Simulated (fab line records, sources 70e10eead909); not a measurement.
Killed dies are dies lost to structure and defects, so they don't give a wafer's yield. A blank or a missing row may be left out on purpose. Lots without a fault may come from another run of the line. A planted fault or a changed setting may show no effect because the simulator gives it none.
Which tool did it? | flow nand_harc | 12 lots, 36 wafers sampled, at 2 steps of a route of 1159

WHAT THE GAUGES READ, wafer by wafer
NHARC_P_STI_INSPECT_25.
lot  | measured    | on                | raw_defect_count
L075 | day 4 06:03 | defect_inspect-01 | 115 125 114
L077 | day 4 19:14 | defect_inspect-02 | 386 133 124
L079 | day 4 19:14 | defect_inspect-02 | 196 154 160
L081 | day 5 06:14 | defect_inspect-01 | 116 179 230
L083 | day 5 22:58 | defect_inspect-02 | 193 198 202
L085 | day 7 02:35 | defect_inspect-02 | 93 291 195
L087 | day 7 02:35 | defect_inspect-01 | 190 207 161
L089 | day 7 09:58 | defect_inspect-01 | 210 161 152
L091 | day 7 19:18 | defect_inspect-01 | 185 167 170
L093 | day 8 12:19 | defect_inspect-02 | 261 208 381
L095 | day 8 21:00 | defect_inspect-01 | 241 242 433
L097 | day 9 13:20 | defect_inspect-02 | 213 256 143

WHICH TOOL RAN EACH LOT (tool, then ch and the chambers of the sampled wafers, then the start)
lot  | NHARC_P_ZERO_WELL_RTA_42
L075 | rtp_anneal-01 ch 0, day 2 00:53
L077 | rtp_anneal-02 ch 0, day 2 13:14
L079 | rtp_anneal-01 ch 0, day 3 01:07
L081 | rtp_anneal-02 ch 0, day 3 13:00
L083 | rtp_anneal-01 ch 0, day 4 06:55
L085 | rtp_anneal-02 ch 0, day 4 13:11
L087 | rtp_anneal-02 ch 0, day 5 00:56
L089 | rtp_anneal-02 ch 0, day 5 12:49
L091 | rtp_anneal-01 ch 0, day 6 00:45
L093 | rtp_anneal-02 ch 0, day 6 13:02
L095 | rtp_anneal-02 ch 0, day 7 01:04
L097 | rtp_anneal-01 ch 0, day 7 12:54
- NHARC_P_ZERO_WELL_RTA_42: time 300 s.

THE ANSWER, worked out from the rows above alone
Rule: what is usual is taken from the lots themselves. Put in order of their means at a reading, lots are off if they are a third of the lots or fewer, leave a main group of 4 or more, and stand apart from it by a gap of 3 or more times the standard deviation of the main group's means; of several such gaps the widest counts. A main group whose means are all the same, to the digits that the tables above print for the reading, isn't used. A lot without any number at a reading at which 4 lots or more have one is off too. The other lots that the step has rows for count as sound.
No lot is off at any reading shown: from this, nothing can be told.

WHAT THE SIMULATOR HAD PUT IN
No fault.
